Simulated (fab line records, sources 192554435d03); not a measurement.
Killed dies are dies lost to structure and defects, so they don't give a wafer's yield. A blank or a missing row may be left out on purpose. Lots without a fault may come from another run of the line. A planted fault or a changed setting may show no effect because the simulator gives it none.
Chamber matching | flow n5_finfet | N5_BEOL_M1_ETCH_77 on rie_diel-02: 4 sister chambers
The step etches underlayer in N2/H2, target depth 6.5 nm, time 5.2 s. 8 wafers are shown with their chamber, then 11 later ones without.

WAFERS WITH THEIR CHAMBER
wafer  | chamber | showerhead_plenum_p_Torr (Torr) | etch_rf_on_time_s (s)
L083.1 | 0       | 2.47                            | 5.12
L084.1 | 2       | 2.63                            | 5.41
L084.2 | 0       | 2.47                            | 5.12
L084.3 | 1       | 2.51                            | 5.37
L088.1 | 2       | 2.63                            | 5.37
L088.3 | 3       | 2.57                            | 5.03
L088.4 | 3       | 2.57                            | 5.02
L092.1 | 1       | 2.50                            | 5.32

WAFERS WITHOUT THEIR CHAMBER
wafer  | showerhead_plenum_p_Torr (Torr) | etch_rf_on_time_s (s)
L092.4 | 2.56                            | 5.12
L092.5 | 2.50                            | 5.32
L094.1 | 2.56                            | 5.09
L094.2 | 2.50                            | 5.22
L094.5 | 2.62                            | 5.36
L096.1 | 2.56                            | 5.08
L096.4 | 2.62                            | 5.37
L096.5 | 2.62                            | 5.36
L097.2 | 2.56                            | 5.12
L097.3 | 2.46                            | 5.12
L097.4 | 2.50                            | 5.33

WHICH CHAMBER EACH WENT THROUGH
wafer  | from the rows above | in truth
L092.4 | 3                   | 3
L092.5 | 1                   | 1
L094.1 | 3                   | 3
L094.2 | 1                   | 1
L094.5 | 2                   | 2
L096.1 | 3                   | 3
L096.4 | 2                   | 2
L096.5 | 2                   | 2
L097.2 | 3                   | 3
L097.3 | 0                   | 0
L097.4 | 1                   | 1
Placed correctly: 11 of 11. Can't be placed from these rows: 0. Placed wrongly: 0.
How it was worked out, from the rows above alone: a wafer's distance from a chamber is the root of the sum, over the readings, of the square of ((its reading less the chamber's mean) divided by the reading's scatter). The wafer belongs to the nearest chamber; if the next one is less than 2 further off, it can't be placed. A chamber's mean is the mean of its shown wafers. The scatter: the root of (the sum of the squares of (reading less its chamber's mean) over the shown wafers, divided by (wafers less chambers)).
